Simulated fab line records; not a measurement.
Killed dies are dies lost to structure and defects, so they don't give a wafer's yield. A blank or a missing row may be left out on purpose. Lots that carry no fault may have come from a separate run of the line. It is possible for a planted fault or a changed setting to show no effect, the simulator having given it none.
Problem report in the 8D (eight disciplines) form, filled by code | flow n5 finfet | the parts of the form that need people (team, actions taken, sign-off) are left out

## 1. WHAT WENT WRONG
At N5_BEOL_M11_OCD_MEAS_38, trench depth nm averages 96.5 nm over 2 wafers from 2 lots, while fault-free wafers read 147.9 nm, standard deviation 1.9. Measured from the usual mean, that is -27 standard deviations.
Earliest sighting: wafer L330.5 on ocd-01 at day 15 15:10. At this step, 18 wafers from 6 lots have a number in the record. Rule for "out" (also "out of limits"): further than 4 standard deviations from the usual mean. All remaining wafers that have a number are taken as sound.

## 2. WHAT IT IS AND WHAT IT IS NOT
question                    | is                | is not
which readings at this step | trench depth nm   | -
which lots                  | L330, L331        | L317, L319, L335, L336
which wafers of those lots  | L330.5, L331.2    | L330.3, L330.6, L331.3, L331.6
read on which gauges        | ocd-01            | ocd-02
when                        | from day 15 15:10 | up to then (8 sound wafers); but 8 sound wafers of L331, L335, L336 came after

## 3. THE SUSPECTS, EACH WITH WHAT RULES IT OUT
Counting: a tool at a process step up to the reading stays a suspect if it ran every lot that is out. Sound lots after the first of them don't rule it out here, since some wafers of a struck lot are sound.
- ruled out: the gauge at N5_BEOL_M11_OCD_MEAS_38. All the wafers that are out were read on ocd-01, but those of them that N5_BEOL_M11_TRENCH_ETCH_37 has rows for are out there too, on other tools.
- rie diel-03 at N5_BEOL_M11_STRIP_67 (strips in CF4): kept. It ran every lot that is out, first L330 (day 15 12:08).
- rie diel-02 at N5_BEOL_M11_ETCH_66 (etches SOC in N2/H2, target depth 120 nm, overetch 24 nm, time 180 s): kept. It processed each lot that is out (first: L330, day 15 14:45); up to then, its last sound lot is L319 (day 12 18:22).
- rie diel-02 at N5_BEOL_M11_TRENCH_ETCH_37 (etches SiCOH lowk in C4F6/O2, target depth 148.83 nm, time 48 s): kept. It processed each lot that is out (first: L330, day 15 14:59); up to then, its last sound lot is L319 (day 12 18:35). On those wafers its own readings are out: run length s.
Left after counting: rie diel-03 at N5_BEOL_M11_STRIP_67, rie diel-02 at N5_BEOL_M11_ETCH_66, rie diel-02 at N5_BEOL_M11_TRENCH_ETCH_37.

## 4. THE CAUSE (what the simulator had put in)
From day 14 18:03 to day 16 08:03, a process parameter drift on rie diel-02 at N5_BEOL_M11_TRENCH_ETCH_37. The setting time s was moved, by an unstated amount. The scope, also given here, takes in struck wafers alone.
Counting leaves 3 suspects; this tool is one of them.

## 5. THE EFFECT CHAIN, in route order
Rows list readings where the struck wafers' mean (over those with a number) sits beyond 3 standard deviations from the usual. Only readings for which the record gives a usual standard deviation are gone through. hours: the time from each lot's start at the first step in this table that gives one to its start at this step, as a median over the lots. sigmas: the change in usual standard deviations.
hours | step                       | reading           | usual         | on struck wafers | change  | sigmas
0     | N5_BEOL_M11_TRENCH_ETCH_37 | run length s      | 71.3 s        | 54.7             | -16.6   | -48
0     | N5_BEOL_M11_OCD_MEAS_38    | trench depth nm   | 147.9 nm      | 96.5             | -51.5   | -27
3     | N5_BEOL_M11_THK_MEAS_53    | M11_THK           | 138.8 nm      | 86.0             | -52.9   | -25
3     | N5_BEOL_M11_RS_MEAS_57     | M11_RS            | 0.1518 ohm/sq | 0.2601           | +0.1083 | +43
28    | N5_BEOL_M15_RC_MEAS_101    | SERP_M11          | 3.08 ohm/um   | 5.23             | +2.15   | +30
28    | N5_BEOL_M15_RC_MEAS_101    | SERP_M11_max_site | 3.16 ohm/um   | 5.36             | +2.20   | +27
Here are the process steps it includes:
- N5_BEOL_M11_TRENCH_ETCH_37: etches SiCOH lowk in C4F6/O2, target depth 148.83 nm, time 48 s.
Readings that are blank on the struck wafers while sound wafers have them: bias w at N5_BEOL_M11_TRENCH_ETCH_37.

## 6. HOW IT WOULD HAVE BEEN CAUGHT EARLIER
21 hours passed between the start of the fault at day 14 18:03 and the first reading out of limits at a measuring or inspecting step in this record, taken at day 15 15:10.
Tool's own readings at N5_BEOL_M11_TRENCH_ETCH_37, run length s: out on all struck wafers the step has rows for; an alarm limit on them would have tripped on the first.
Among the 2 lots that are out, L331 began N5_BEOL_M11_TRENCH_ETCH_37 on rie diel-02 after day 15 15:10. It would have been spared by a hold on the tool at that moment.
